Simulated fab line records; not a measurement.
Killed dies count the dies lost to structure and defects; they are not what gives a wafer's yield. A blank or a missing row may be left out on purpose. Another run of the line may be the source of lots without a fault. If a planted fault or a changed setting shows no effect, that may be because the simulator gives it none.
Code-filled problem report in 8D (eight disciplines) form + flow n5 finfet + the parts of the form that need people (team, actions taken, sign-off) are left out

== 1. THE PROBLEM ==
N5_BEOL_M5_COAT_60, run length s: mean 73.18 s on 3 wafers (1 lot); fault-free wafers 66.03 s, standard deviation 0.11. That puts it +65 standard deviations away from the usual mean.
The step: time 60 s, resist thk 12 nm.
First seen on wafer L123.3, day 9 16:03, on litho track-01. The record has a number at this step for 36 wafers belonging to 12 lots. Rule for "out", or "out of limits": more than 4 standard deviations from the usual mean. The rest of the wafers with a number are treated as sound.

== 2. WHAT THIS IS AND IS NOT ==
| question                    | is                     | is not                                                                                                   |
|-----------------------------|------------------------|----------------------------------------------------------------------------------------------------------|
| which readings at this step | run length s           | -                                                                                                        |
| which lots                  | L123                   | L116, L118, L119, L120, L128, L129, L130, L131, L133, L134, L139                                         |
| which wafers of those lots  | all that have a number | -                                                                                                        |
| read on which tools         | litho track-01         | litho track-02, litho track-04                                                                           |
| when                        | from day 9 16:03       | up to then (12 sound wafers); but 21 sound wafers of L128, L129, L130, L131, L133, L134, L139 came after |

== 3. THE SUSPECTS, EACH WITH WHAT RULES IT OUT ==
Counting: a tool at a process step up to the reading stays a suspect if it ran every lot that is out and no sound lot after the first of them.
- pvd sputter-01 at N5_BEOL_M4_ANNEAL_93 (time 240 s): ruled out as a lasting fault. After its first lot that is out, L123 (day 9 11:41), sound lots L128, L130, L131, L133 ran on it.
- pvd sputter-01 at N5_BEOL_M4_SPUTTER_96 (material Cu, target thk 4.5 nm, time 8.29 s): ruled out as a lasting fault. After its first lot that is out, L123 (day 9 12:02), sound lots L128, L130, L131, L133 ran on it.
- litho track-01 at N5_BEOL_M5_COAT_60 (time 60 s, resist thk 12 nm): kept. It ran the lot that is out, L123 (day 9 16:03), and no sound lot after that; its last sound lot up to then is L118 (day 8 15:45). Out on those wafers are its own readings of run length s.
Remaining after the count: litho track-01 at N5_BEOL_M5_COAT_60.

== 4. THE CAUSE (what the simulator had put in) ==
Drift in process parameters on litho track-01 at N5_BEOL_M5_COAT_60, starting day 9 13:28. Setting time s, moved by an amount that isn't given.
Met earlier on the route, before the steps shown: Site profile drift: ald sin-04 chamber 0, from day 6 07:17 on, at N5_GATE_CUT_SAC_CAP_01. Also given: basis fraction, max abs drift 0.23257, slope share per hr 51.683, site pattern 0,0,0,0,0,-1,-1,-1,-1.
The count eliminated every tool but this one.

== 5. THE CHAIN OF EFFECTS, in route order ==
Rows list readings where the struck wafers' mean (over those with a number) sits beyond 3 standard deviations from the usual. Only readings for which the record gives a usual standard deviation are gone through. hours: the time from each lot's start at the first step in this table that gives one to its start at this step, as a median over the lots. sigmas: the change in usual standard deviations.
| hours | step               | reading      | usual   | on struck wafers | change | sigmas |
|-------|--------------------|--------------|---------|------------------|--------|--------|
| 0     | N5_BEOL_M5_COAT_60 | run length s | 66.03 s | 73.18            | +7.15  | +65    |
Process steps it contains:
- N5_BEOL_M5_COAT_60: time 60 s, resist thk 12 nm.

== 6. WHAT WOULD HAVE CAUGHT IT SOONER ==
The fault began at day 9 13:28; the first out-of-limits reading in this record came at day 9 16:03, 3 hours later.
